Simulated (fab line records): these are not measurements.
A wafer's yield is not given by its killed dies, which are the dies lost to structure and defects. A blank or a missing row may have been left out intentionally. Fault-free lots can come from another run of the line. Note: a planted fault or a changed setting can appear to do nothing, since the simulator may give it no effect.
Struck lot and sound lot, side by side | flow n5-finfet | 13 out of 1938 route steps
Sound: these wafers, L158.1, L158.4, L158.5. Struck: wafer L169.6; the same lot's L169.4 was not struck, so it is left out; see the end for the cause.
Per side, at each step with rows, come the tool, then ch with its chambers, and then its first start. Under that, the readings that differ: sound wafers | struck wafers | difference of the means | sigmas: that difference in standard deviations of wafers without a fault.
alike: readings whose means differ by less than 2 such deviations, and words and numbers that are the same on both sides. not compared: withheld readings, readings that some wafer has no value for, bounds like >300 that may hide the same value, and numbers for which the record gives no deviation and whose values overlap.
A row with sigmas, a row that says differs or no value, or rows on one side alone: a step with any of these is where the two part. Numbers that don't overlap but have no deviation are shown without sigmas and don't part them. A reading missing from all wafers of one side parts the sides only when that side holds two or more wafers.

first, 2 steps without rows for these wafers: N5_BEOL_M15_ETCH_61 (etches BARC in N2/H2, target depth 89 nm, overetch 26.7 nm, time 67.9 s); N5_BEOL_M15_TRENCH_ETCH_34 (etches SiO2 in C4F8/O2/Ar, target depth 872.93 nm, time 199 s).
N5_BEOL_M15_STRIP_36: strips in O2.
  sound on rie-diel-03 ch 0,1,2, day 13 19:36; struck on rie-diel-06 ch 3, day 16 04:43
  reading                         | sound          | struck | difference | sigmas
  oes-product-au (a.u.)           | 0.70 0.71 0.75 | 0.95   | +0.23      | +2
  showerhead-plenum-p-Torr (Torr) | 2.06 2.08 1.91 | 2.24   | +0.22      | +3
  alike: chamber-pressure-mTorr, drypump-motor-current-A, rf-vpp-V, throttle-valve-pct
  not compared: rf-hours-counter-h
then, 1 step without rows for these wafers: N5_BEOL_M15_STRIP_62 (strips in O2).
N5_BEOL_M15_STRIP_37: strips in O2.
  sound: rie-diel-03 ch 0,1,2; struck: rie-diel-06 ch 3
  reading                         | sound          | struck | difference | sigmas
  oes-product-au (a.u.)           | 0.69 0.71 0.75 | 0.94   | +0.22      | +2
  showerhead-plenum-p-Torr (Torr) | 2.06 2.08 1.92 | 2.24   | +0.22      | +3
  alike: chamber-pressure-mTorr, drypump-motor-current-A, rf-vpp-V, throttle-valve-pct
  not compared: rf-hours-counter-h
N5_BEOL_M15_ETCH_38: etches SiCN in CF4/N2, target depth 106.4 nm, time 120.5 s.
  sound: rie-diel-03 ch 0,1,2; struck: rie-diel-06 ch 3
  reading                         | sound             | struck | difference | sigmas
  bias-w (W)                      | 69.78 69.89 69.78 | 70.29  | +0.47      | +2
  oes-product-au (a.u.)           | 0.70 0.72 0.75    | 0.94   | +0.22      | +2
  rf-vpp-V (V)                    | 382.1 380.8 376.8 | 385.9  | +6.0       | +3
  showerhead-plenum-p-Torr (Torr) | 2.17 2.19 2.03    | 2.34   | +0.21      | +3
  throttle-valve-pct (%)          | 15.45 16.01 15.30 | 15.07  | -0.52      | -2
  alike: chamber-pressure-mTorr, drypump-motor-current-A
  not compared: rf-hours-counter-h
then, 2 steps without rows for these wafers: N5_BEOL_M15_PRECLEAN_39 (cleans in residue remover, time 60 s); N5_BEOL_M15_SRD_40 (time 30 s, dry time 30 s).
N5_BEOL_M15_DEGAS_41: time 60 s.
  sound on pvd-sputter-03 at day 13 20:20; struck on pvd-sputter-02 at day 16 05:18
  alike: heater-power-w
N5_BEOL_M15_PRE_CLEAN_42: time 30 s.
  sound on pvd-sputter-03 at day 13 20:22; struck on pvd-sputter-02 at day 16 05:20
  alike: heater-power-w
then, 1 step without rows for these wafers: N5_BEOL_M15_SPUTTER_43 (material TaN, target thk 15 nm, time 24.19 s).
N5_BEOL_M15_SPUTTER_44: material Ta, target thk 15 nm, time 24.19 s.
  sound on pvd-sputter-03 at day 13 20:29; struck on pvd-sputter-02 at day 16 05:28
  reading                                     | sound      | struck | difference | sigmas
  model.Ta_of_BEOL_M15_SPUTTER_44.thk-nm (nm) | 15 15 14.8 | 12.8   | -2.1       |
  alike: throttle-valve-pct
then, 1 step without rows for these wafers: N5_BEOL_M15_SPUTTER_45 (material Cu, target thk 100 nm, time 16.67 s).

## WHERE THEY PART
Last at N5_BEOL_M15_ETCH_38 as far as this record goes, first at N5_BEOL_M15_STRIP_36. Later steps at which nothing parts them and some readings are alike: N5_BEOL_M15_DEGAS_41, N5_BEOL_M15_PRE_CLEAN_42, N5_BEOL_M15_SPUTTER_44.

WHY: what had been put in by the simulator
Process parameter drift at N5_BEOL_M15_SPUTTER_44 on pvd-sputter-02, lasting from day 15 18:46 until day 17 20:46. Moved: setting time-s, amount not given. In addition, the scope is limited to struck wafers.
